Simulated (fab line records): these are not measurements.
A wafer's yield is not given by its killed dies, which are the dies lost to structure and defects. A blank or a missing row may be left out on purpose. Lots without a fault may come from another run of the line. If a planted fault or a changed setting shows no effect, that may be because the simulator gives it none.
Matching of chambers | flow n5 finfet | N5_BEOL_M6_PECVD_70 on pecvd-02: 3 sister chambers
The step deposits SiO2 from TEOS/O2, target thk 20 nm, time 22.7 s. 3 wafers are shown with their chamber, then 10 later ones without.

WAFERS PAIRED WITH THEIR CHAMBERS
wafer  | chamber | throttle valve pct (%)
L082.1 | 2       | 22.2
L083.3 | 0       | 24.2
L083.4 | 1       | 22.6

WAFERS WITH NO CHAMBER GIVEN
wafer  | throttle valve pct (%)
L083.6 | 22.2
L085.3 | 22.6
L085.4 | 24.2
L085.5 | 22.1
L087.2 | 24.1
L087.3 | 22.2
L087.5 | 22.2
L095.3 | 22.7
L095.4 | 24.1
L095.6 | 22.8

WHICH CHAMBER EACH ONE RAN IN
wafer  | from the rows above | in truth
L083.6 | 2                   | 2
L085.3 | 1                   | 1
L085.4 | 0                   | 0
L085.5 | 2                   | 2
L087.2 | 0                   | 0
L087.3 | 2                   | 2
L087.5 | 2                   | 2
L095.3 | 1                   | 1
L095.4 | 0                   | 0
L095.6 | 1                   | 1
Correctly placed: 10 of 10. Not placeable from these rows: 0. Number placed wrongly: 0.
How it was worked out, from the rows above alone: a wafer's distance from a chamber is the root of the sum, over the readings, of the square of ((its reading less the chamber's mean) divided by the reading's scatter). The wafer belongs to the nearest chamber; if the next one is less than 2 further off, it can't be placed. Each chamber's mean is taken over the wafers shown for it. The scatter: root of mean squared gap, hidden wafer to nearest shown wafer, with one shown wafer a chamber.
